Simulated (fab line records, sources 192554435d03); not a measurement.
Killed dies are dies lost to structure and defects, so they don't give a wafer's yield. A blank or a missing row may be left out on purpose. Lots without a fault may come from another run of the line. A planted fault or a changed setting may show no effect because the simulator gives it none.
Chamber matching | flow n5_finfet | N5_BEOL_M15_DESCUM_15 on rie_diel-04: 4 sister chambers
The step chemistry O2, time 7.9 s. 14 wafers are shown with their chamber, then 7 later ones without.

WAFERS WITH THEIR CHAMBER
wafer  | chamber | showerhead_plenum_p_Torr (Torr) | throttle_valve_pct (%) | drypump_motor_current_A (A)
L076.1 | 2       | 2.22                            | 20.11                  | 5.61
L076.3 | 3       | 2.07                            | 20.75                  | 6.21
L076.5 | 1       | 2.03                            | 20.18                  | 6.04
L079.1 | 2       | 2.22                            | 20.14                  | 5.63
L079.2 | 3       | 2.07                            | 20.76                  | 6.21
L079.4 | 1       | 2.03                            | 20.19                  | 6.00
L081.1 | 3       | 2.07                            | 20.76                  | 6.20
L081.5 | 2       | 2.22                            | 20.12                  | 5.57
L081.6 | 0       | 1.98                            | 20.50                  | 5.49
L085.2 | 3       | 2.07                            | 20.77                  | 6.22
L085.3 | 0       | 1.97                            | 20.52                  | 5.57
L085.6 | 2       | 2.21                            | 20.13                  | 5.61
L093.1 | 2       | 2.21                            | 20.17                  | 5.63
L093.3 | 3       | 2.06                            | 20.79                  | 6.19

SIGNATURES (means of the wafers above)
reading                  | chamber 0 | chamber 1 | chamber 2 | chamber 3 | scatter within a chamber
showerhead_plenum_p_Torr | 1.9750    | 2.0300    | 2.2160    | 2.0680    | 0.005
throttle_valve_pct       | 20.5100   | 20.1850   | 20.1340   | 20.7660   | 0.0181
drypump_motor_current_A  | 5.5300    | 6.0200    | 5.6100    | 6.2060    | 0.0263
Rule: a wafer's distance from a chamber is the root of the sum, over the readings, of the square of ((its reading less the chamber's mean) divided by the reading's scatter). The wafer belongs to the nearest chamber; if the next one is less than 2 further off, it can't be placed. The scatter: the root of (the sum of the squares of (reading less its chamber's mean) over the shown wafers, divided by (wafers less chambers)).

WAFERS WITHOUT THEIR CHAMBER
wafer  | showerhead_plenum_p_Torr (Torr) | throttle_valve_pct (%) | drypump_motor_current_A (A)
L093.4 | 2.02                            | 20.25                  | 6.03
L094.2 | 1.97                            | 20.51                  | 5.53
L094.3 | 2.20                            | 20.17                  | 5.60
L094.6 | 2.01                            | 20.25                  | 5.98
L096.1 | 2.01                            | 20.25                  | 6.02
L096.4 | 2.06                            | 20.81                  | 6.22
L096.5 | 2.06                            | 20.80                  | 6.22

WHICH CHAMBER EACH WENT THROUGH
wafer  | from the rows above | in truth
L093.4 | 1                   | 1
L094.2 | 0                   | 0
L094.3 | 2                   | 2
L094.6 | 1                   | 1
L096.1 | 1                   | 1
L096.4 | 3                   | 3
L096.5 | 3                   | 3
Placed correctly: 7 of 7. Can't be placed from these rows: 0. Placed wrongly: 0.
